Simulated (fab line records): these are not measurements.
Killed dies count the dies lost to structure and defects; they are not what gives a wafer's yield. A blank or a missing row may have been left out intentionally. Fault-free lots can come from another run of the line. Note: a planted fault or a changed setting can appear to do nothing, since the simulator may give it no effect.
Which tool was responsible? ; flow nand_harc ; 6 lots, 18 wafers sampled, at 1 step of a route of 1302

WHAT THE GAUGES SHOWED, per wafer
NHARC_P_ZERO_WELL_CD_MEAS_52: target cd 2000 nm.
lot;measured;on;cd_nm (nm)
L370;day 2 11:56;cd_sem-01;2001.2 2002.3 1999.4
L378;day 5 19:52;cd_sem-03;1997.9 1999.2 1994.9
L382;day 7 11:44;cd_sem-02;1998.1 1996.9 2000.3
L385;day 8 17:53;cd_sem-03;2002.9 2000.5 1999.8
L388;day 10 01:01;cd_sem-01;2002.0 1993.8 1998.0
L390;day 10 19:46;cd_sem-02;1999.0 2000.0 1999.9

EACH LOT AND THE TOOL THAT RAN IT (in order: tool; ch and the chambers of the sampled wafers; start)
Record: no process step prior to these readings.

THE ANSWER, worked out from the rows above alone
Rule: what is usual is taken from the lots themselves. Put in order of their means at a reading, lots are off if they are a third of the lots or fewer, leave a main group of 4 or more, and stand apart from it by a gap of 3 or more times the standard deviation of the main group's means; of several such gaps the widest counts. If all means in a main group match to the digits the tables above print for the reading, that group is not used. A lot without any number at a reading at which 4 lots or more have one is off too. The other lots that the step has rows for count as sound.
No lot is off at any reading shown: from this, nothing can be told.

WHAT WAS PUT IN BY THE SIMULATOR
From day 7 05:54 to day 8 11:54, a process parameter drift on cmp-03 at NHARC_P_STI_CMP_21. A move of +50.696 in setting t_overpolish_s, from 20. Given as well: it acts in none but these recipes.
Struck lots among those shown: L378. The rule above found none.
